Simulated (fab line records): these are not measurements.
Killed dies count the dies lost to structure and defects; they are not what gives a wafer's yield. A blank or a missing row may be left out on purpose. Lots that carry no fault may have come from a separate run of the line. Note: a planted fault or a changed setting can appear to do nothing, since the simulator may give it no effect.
What tool caused it? :: flow n5-finfet :: 21 wafers sampled from 7 lots at 1 step of a route of 1938

## WHAT THE GAUGES READ, wafer by wafer
N5_BEOL_M4_RC_MEAS_101.
lot: L602
measured: day 8 21:51
on: prober-02
DIBL_N (mV/V): 38.8 37.0 37.7
DIBL_P (mV/V): 38.2 35.9 37.0
IOFF_N (nA/um): 0.23 0.18 0.20
IOFF_P (nA/um): 0.28 0.24 0.26
ION_N (uA/um): 697 688 693
ION_P (uA/um): 472 469 472
SS_N (mV/dec): 71.3 71.5 71.6
SS_P (mV/dec): 74.5 73.4 74.2
VT_N (mV): 248 247 247
VT_P (mV): -245 -248 -246

lot: L609
measured: day 10 15:15
on: prober-01
DIBL_N (mV/V): 32.9 37.2 33.1
DIBL_P (mV/V): 32.3 36.6 32.3
IOFF_N (nA/um): 0.11 0.18 0.11
IOFF_P (nA/um): 0.14 0.22 0.15
ION_N (uA/um): 661 679 661
ION_P (uA/um): 450 462 450
SS_N (mV/dec): 70.7 71.6 70.2
SS_P (mV/dec): 71.6 73.9 72.4
VT_N (mV): 254 249 250
VT_P (mV): -254 -248 -255

lot: L611
measured: day 11 11:20
on: prober-01
DIBL_N (mV/V): 34.2 36.2 36.8
DIBL_P (mV/V): 35.5 37.2 38.8
IOFF_N (nA/um): 0.12 0.15 0.18
IOFF_P (nA/um): 0.17 0.19 0.22
ION_N (uA/um): 664 677 686
ION_P (uA/um): 455 457 465
SS_N (mV/dec): 70.5 70.7 71.7
SS_P (mV/dec): 73.1 73.5 74.0
VT_N (mV): 252 249 247
VT_P (mV): -254 -250 -250

lot: L612
measured: day 11 14:52
on: prober-02
DIBL_N (mV/V): 36.1 38.9 36.0
DIBL_P (mV/V): 35.1 38.4 34.6
IOFF_N (nA/um): 0.16 0.22 0.15
IOFF_P (nA/um): 0.25 0.31 0.23
ION_N (uA/um): 675 694 673
ION_P (uA/um): 479 476 475
SS_N (mV/dec): 70.8 72.2 71.7
SS_P (mV/dec): 73.5 73.6 72.5
VT_N (mV): 247 245 247
VT_P (mV): -244 -239 -249

lot: L616
measured: day 11 16:50
on: prober-01
DIBL_N (mV/V): 37.6 35.3 39.6
DIBL_P (mV/V): 38.6 35.9 40.3
IOFF_N (nA/um): 0.18 0.13 0.23
IOFF_P (nA/um): 0.22 0.19 0.25
ION_N (uA/um): 681 667 682
ION_P (uA/um): 467 459 463
SS_N (mV/dec): 72.4 71.0 72.1
SS_P (mV/dec): 73.6 73.3 74.1
VT_N (mV): 248 253 244
VT_P (mV): -250 -251 -247

lot: L614
measured: day 12 00:33
on: prober-02
DIBL_N (mV/V): 36.0 34.1 35.2
DIBL_P (mV/V): 36.6 34.7 36.3
IOFF_N (nA/um): 0.15 0.13 0.15
IOFF_P (nA/um): 0.21 0.19 0.21
ION_N (uA/um): 667 677 675
ION_P (uA/um): 456 466 466
SS_N (mV/dec): 72.2 71.1 71.9
SS_P (mV/dec): 73.3 73.0 73.5
VT_N (mV): 252 251 251
VT_P (mV): -250 -250 -250

lot: L619
measured: day 13 01:03
on: prober-02
DIBL_N (mV/V): 37.4 36.9 37.0
DIBL_P (mV/V): 38.3 37.2 37.3
IOFF_N (nA/um): 0.16 0.16 0.16
IOFF_P (nA/um): 0.22 0.21 0.21
ION_N (uA/um): 676 682 667
ION_P (uA/um): 461 461 463
SS_N (mV/dec): 71.4 70.6 71.3
SS_P (mV/dec): 74.0 73.2 72.6
VT_N (mV): 251 250 250
VT_P (mV): -249 -251 -248

## WHAT TOOL EACH LOT RAN ON (gives the tool, then ch and the chambers of the sampled wafers, and finally the start)
Record: no process step prior to these readings.

## AS READ BY THE TOOLS THEMSELVES (means over the sampled wafers that have a number; for cases with no such wafer, the mark the record gives instead)
The record holds no such reading with a usual standard deviation.

## THE ANSWER, worked out from the rows above alone
Rule: the lots themselves supply what counts as usual. Put in order of their means at a reading, lots are off if they are a third of the lots or fewer, leave a main group of 4 or more, and stand apart from it by a gap of 3 or more times the standard deviation of the main group's means; of several such gaps the widest counts. Not used: any main group whose means are identical at the precision the tables above print for the reading. Also off: a lot with no number at a reading for which 4 or more lots have one. Where the step has rows for the other lots, those lots are counted as sound. Order of review: gauges by route order, followed by the tools' own readings, for which a lot's mean as printed above is used. At the first step where some lot is off, the reading lying furthest off is the one used; lots without a number count as furthest.
No lot is off on any of the readings shown, so nothing can be concluded from this.

## WHAT THE SIMULATOR HAD PUT IN
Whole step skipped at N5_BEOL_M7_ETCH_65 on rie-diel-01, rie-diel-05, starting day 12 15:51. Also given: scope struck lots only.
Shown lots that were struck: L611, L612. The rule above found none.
